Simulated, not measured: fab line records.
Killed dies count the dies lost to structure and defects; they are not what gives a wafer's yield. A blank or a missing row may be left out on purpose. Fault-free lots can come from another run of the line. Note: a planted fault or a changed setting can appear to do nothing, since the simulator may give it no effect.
Commonality check across tools	flow nandHarc	Lots sampled 3, wafers sampled 9

== WHAT PROMPTED THE OPENING ==
At NHARC_END_SORT_01 the reading killedAtArray is flagged on 3 of 3 lots. No-fault wafers: 29, standard deviation 11.
Rule: a lot is flagged in two cases, either no wafer of it has a number, or all its wafers with numbers fall more than 4 standard deviations from that mean. As for the other lots, they are considered sound.

lot	measured	on	killedAtArray, wafer by wafer	flag
L383	day 22 09:09	prober-02	74 80 107	FLAGGED
L384	day 22 17:23	prober-02	99 118 114	FLAGGED
L386	day 23 22:25	prober-02	101 84 107	FLAGGED
The mean of the flagged lots' numbers is 98, +69 from the usual (+6 standard deviations).

== WHICH TOOL EACH LOT WENT THROUGH ==
3 process steps preceding the reading are held in the record, out of 1159 steps in the route. In each cell: the tool, then ch and the chambers that the sampled wafers went through, then the start.
lot	flag	NHARC_A_SGD_CUT_DEP_20	NHARC_THIN_TSV_PRE_CLEAN_50	NHARC_THIN_TSV_PVD_19
L383	FLAGGED	fcvd-01 ch 0,1, day 17 01:55	pvdSputter-01, day 22 09:09 or earlier	pvdSputter-01, day 22 09:09 or earlier
L384	FLAGGED	fcvd-01 ch 1, day 17 02:08	pvdSputter-03, day 22 17:23 or earlier	pvdSputter-03, day 22 17:23 or earlier
L386	FLAGGED	fcvd-01 ch 0,1, day 17 23:33	pvdSputter-01, day 23 22:25 or earlier	pvdSputter-01, day 23 22:25 or earlier
What the steps here do:
- NHARC_A_SGD_CUT_DEP_20: deposits SiO2, target thk 150 nm.
- NHARC_THIN_TSV_PRE_CLEAN_50: time 30 s.
- NHARC_THIN_TSV_PVD_19: deposits TaN, target thk 20 nm.
- NHARC_END_SORT_01

== FLAGGED AGAINST TOTAL, ONE TOOL AT A TIME (gauges that did the reading follow at the end) ==
step	tool	lots run	flagged	share of the flagged lots	sound lots run after its first flagged lot
NHARC_A_SGD_CUT_DEP_20	fcvd-01	3	3	all	0
NHARC_THIN_TSV_PRE_CLEAN_50	pvdSputter-01	2	2	some	0
NHARC_THIN_TSV_PRE_CLEAN_50	pvdSputter-03	1	1	some	0
NHARC_THIN_TSV_PVD_19	pvdSputter-01	2	2	some	0
NHARC_THIN_TSV_PVD_19	pvdSputter-03	1	1	some	0
NHARC_END_SORT_01	prober-02	3	3	all	0
Because NHARC_THIN_TSV_PRE_CLEAN_50 lacks a start for some lots, the hours and order of its lots are taken from NHARC_END_SORT_01. Because NHARC_THIN_TSV_PVD_19 lacks a start for some lots, the hours and order of its lots are taken from NHARC_END_SORT_01.

== WHAT THE TABLE ALLOWS ==
Table rows that saw every flagged lot: 2, namely fcvd-01 at NHARC_A_SGD_CUT_DEP_20 and prober-02 at NHARC_END_SORT_01.
- fcvd-01 at NHARC_A_SGD_CUT_DEP_20: 3 of its 3 lots flagged. Because this sample shows no sound lot run on it before its first flagged lot, the start cannot be pinned down more closely.
- prober-02 at NHARC_END_SORT_01: 3 of its 3 lots flagged. Because this sample shows no sound lot run on it before its first flagged lot, the start cannot be pinned down more closely.
Counting lots can't tell these 2 tools apart, because each fits a fault that began at some hour. More lots, or a look at what each step does to the wafer, might.

== WHAT THE SIMULATOR PUT IN ==
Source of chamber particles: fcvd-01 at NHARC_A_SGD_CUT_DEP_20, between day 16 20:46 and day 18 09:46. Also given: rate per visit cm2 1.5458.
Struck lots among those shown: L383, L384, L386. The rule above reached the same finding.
